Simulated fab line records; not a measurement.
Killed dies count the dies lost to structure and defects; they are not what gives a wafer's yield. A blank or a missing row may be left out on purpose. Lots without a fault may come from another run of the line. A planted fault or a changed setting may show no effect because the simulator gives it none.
What tool caused it? ; flow nand harc ; Sampling: 10 lots, 30 wafers, 4 of 1302 route steps

WHAT THE GAUGES READ, wafer by wafer
NHARC_A_CHANNEL_HOLE_D2_CD_MEAS_31.
lot;measured;on;cd nm (nm)
L411;day 15 01:32;cd sem-03;90.0 88.4 89.3
L410;day 15 01:32;cd sem-01;89.3 89.5 89.9
L414;day 16 11:31;cd sem-01;90.0 90.3 89.4
L415;day 16 16:52;cd sem-01;89.8 88.5 90.0
L416;day 17 17:16;cd sem-01;91.5 88.9 90.5
L417;day 18 12:01;cd sem-03;-0.2 1.4 0.8
L420;day 19 07:23;cd sem-03;0.0 -0.1 0.5
L429;day 23 00:03;cd sem-03;90.8 90.6 89.2
L428;day 23 03:22;cd sem-02;89.6 91.7 88.8
L430;day 23 12:48;cd sem-01;87.9 89.6 89.0

WHAT TOOL EACH LOT RAN ON (gives the tool, then ch and the chambers of the sampled wafers, and finally the start)
lot;NHARC_A_CHANNEL_HOLE_D2_ETCH_20;NHARC_A_CHANNEL_HOLE_D2_ETCH_25;NHARC_A_CHANNEL_HOLE_D2_ETCH_26
L411;har etch-02 ch 0,1, day 14 19:43;har etch-02 ch 0,1, day 14 22:36;har etch-02 ch 0,1, day 14 23:22
L410;har etch-01 ch 0,1, day 14 20:13;har etch-01 ch 0,1, day 14 23:12;har etch-01 ch 0,1, day 14 23:52
L414;har etch-01 ch 0,1, day 16 06:10;har etch-01 ch 0,1, day 16 09:02;har etch-01 ch 0,1, day 16 09:49
L415;har etch-02 ch 1, day 16 11:31;har etch-02 ch 1, day 16 14:24;har etch-02 ch 1, day 16 15:10
L416;har etch-01 ch 0,1, day 17 11:51;har etch-01 ch 0,1, day 17 14:38;har etch-01 ch 0,1, day 17 15:31
L417;har etch-02 ch 0,1, day 18 06:37;har etch-02 ch 0,1, day 18 09:24;har etch-02 ch 0,1, day 18 10:16
L420;har etch-02 ch 0,1, day 19 02:00;har etch-02 ch 0,1, day 19 04:47;har etch-02 ch 0,1, day 19 05:39
L429;har etch-02 ch 0,1, day 22 18:31;har etch-02 ch 0,1, day 22 21:18;har etch-02 ch 0,1, day 22 22:10
L428;har etch-01 ch 0,1, day 22 21:56;har etch-01 ch 0,1, day 23 01:01;har etch-01 ch 0,1, day 23 01:34
L430;har etch-02 ch 0,1, day 23 07:29;har etch-02 ch 0,1, day 23 10:28;har etch-02 ch 0,1, day 23 11:07
- NHARC_A_CHANNEL_HOLE_D2_ETCH_20: etches the open film in C4F8/O2/Ar, time 361.9 s, target depth 1600 nm.
- NHARC_A_CHANNEL_HOLE_D2_ETCH_25: etches the open film in C4F8/O2/Ar, time 1040.2 s, target depth 1500 nm.
- NHARC_A_CHANNEL_HOLE_D2_ETCH_26: etches the open film in C4F8/O2/Ar, time 224.1 s, target depth 300 nm.

THE ANSWER, worked out from the rows above alone
Rule: what is usual is taken from the lots themselves. Put in order of their means at a reading, lots are off if they are a third of the lots or fewer, leave a main group of 4 or more, and stand apart from it by a gap of 3 or more times the standard deviation of the main group's means; of several such gaps the widest counts. If all means in a main group match to the digits the tables above print for the reading, that group is not used. Also off: a lot with no number at a reading for which 4 or more lots have one. Any other lot the step has rows for is counted as sound.
Off, at NHARC_A_CHANNEL_HOLE_D2_CD_MEAS_31 on cd nm: L417, L420. The main group: mean 89.7 nm, standard deviation 0.48.
If a tool, at a process step before that reading, ran all the lots that are off and no sound lot after the first of them, it fits. The gauges at NHARC_A_CHANNEL_HOLE_D2_CD_MEAS_31 are tried like those tools. Not one of the candidates tried fits.

WHAT THE SIMULATOR PUT IN
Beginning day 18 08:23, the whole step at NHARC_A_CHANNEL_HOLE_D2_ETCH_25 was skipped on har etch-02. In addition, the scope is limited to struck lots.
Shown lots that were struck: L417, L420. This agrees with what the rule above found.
